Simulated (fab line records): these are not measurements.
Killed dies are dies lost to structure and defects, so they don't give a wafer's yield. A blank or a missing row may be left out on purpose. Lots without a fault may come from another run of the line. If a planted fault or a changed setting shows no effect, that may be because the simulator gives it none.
One fault through the eyes of 2 desks / flow nandHarc / only its own numbers are on each desk; what lay behind them is given at the end

## THE DEFECT DESK
For each lot, the counts of the inspections along the route, averaged over the sampled wafers that have a number. A lot is out of limits, marked OUT, if its mean lies more than 4 standard deviations from the usual mean; the brackets give that distance.
Columns: A = rawDefectCount at NHARC_P_START_INSPECT_01, usual 3.5
lot=L598; first seen here=day 1 20:02; A=2.3
lot=L602; first seen here=day 3 12:02; A=2.7
lot=L603; first seen here=day 3 22:02; A=3.7
lot=L604; first seen here=day 4 08:02; A=4.0
lot=L605; first seen here=day 4 18:02; A=5.3
lot=L606; first seen here=day 5 04:02; A=4.3
lot=L611; first seen here=day 7 06:02; A=3.3
lot=L612; first seen here=day 7 16:02; A=3.0
lot=L615; first seen here=day 8 22:02; A=3.7
lot=L616; first seen here=day 9 08:02; A=2.0
lot=L618; first seen here=day 10 04:03; A=2.3
lot=L619; first seen here=day 10 14:03; A=2.0
lot=L620; first seen here=day 11 00:02; A=3.7
Finding of this desk: none of the 13 lots has anything out of limits.

## FROM THE METROLOGY DESK
What the gauges read for every lot (on any tool): the sampled wafers with a number, averaged. A lot is out of limits, marked OUT, if its mean lies more than 4 standard deviations from the usual mean; the brackets give that distance.
Columns: A = cdNm at NHARC_P_ZERO_WELL_CD_MEAS_37, usual 720.0 nm; B = overlayXNm at NHARC_P_STI_OVL_MEAS_10, usual -1 nm; C = overlayYNm at NHARC_P_STI_OVL_MEAS_10, usual 0 nm
lot=L598; first seen here=day 2 00:01; A=719.5; B=4; C=-5
lot=L602; first seen here=day 3 16:01; A=718.7; B=-7; C=-1
lot=L603; first seen here=day 4 02:14; A=721.4; B=1; C=3
lot=L604; first seen here=day 4 12:02; A=719.6; B=-5; C=-6
lot=L605; first seen here=day 4 22:34; A=717.6; B=0; C=-8
lot=L606; first seen here=day 5 08:22; A=720.4; B=2; C=5
lot=L611; first seen here=day 7 09:58; A=722.1; B=7; C=10
lot=L612; first seen here=day 7 20:01; A=724.6; B=-4; C=-7
lot=L615; first seen here=day 9 02:07; A=720.0; B=-4; C=6
lot=L616; first seen here=day 9 12:13; A=721.8; B=8; C=-3
lot=L618; first seen here=day 10 08:01; A=722.3; B=3; C=-6
lot=L619; first seen here=day 10 18:08; A=722.6; B=1; C=13
lot=L620; first seen here=day 11 03:58; A=719.6; B=1; C=6
Finding of this desk: none of the 13 lots has anything out of limits.

## ALL TOGETHER
No out-of-limits result turned up at the defect desk.
The metrology desk saw nothing out of limits.

## WHAT THE SIMULATOR HAD INSERTED
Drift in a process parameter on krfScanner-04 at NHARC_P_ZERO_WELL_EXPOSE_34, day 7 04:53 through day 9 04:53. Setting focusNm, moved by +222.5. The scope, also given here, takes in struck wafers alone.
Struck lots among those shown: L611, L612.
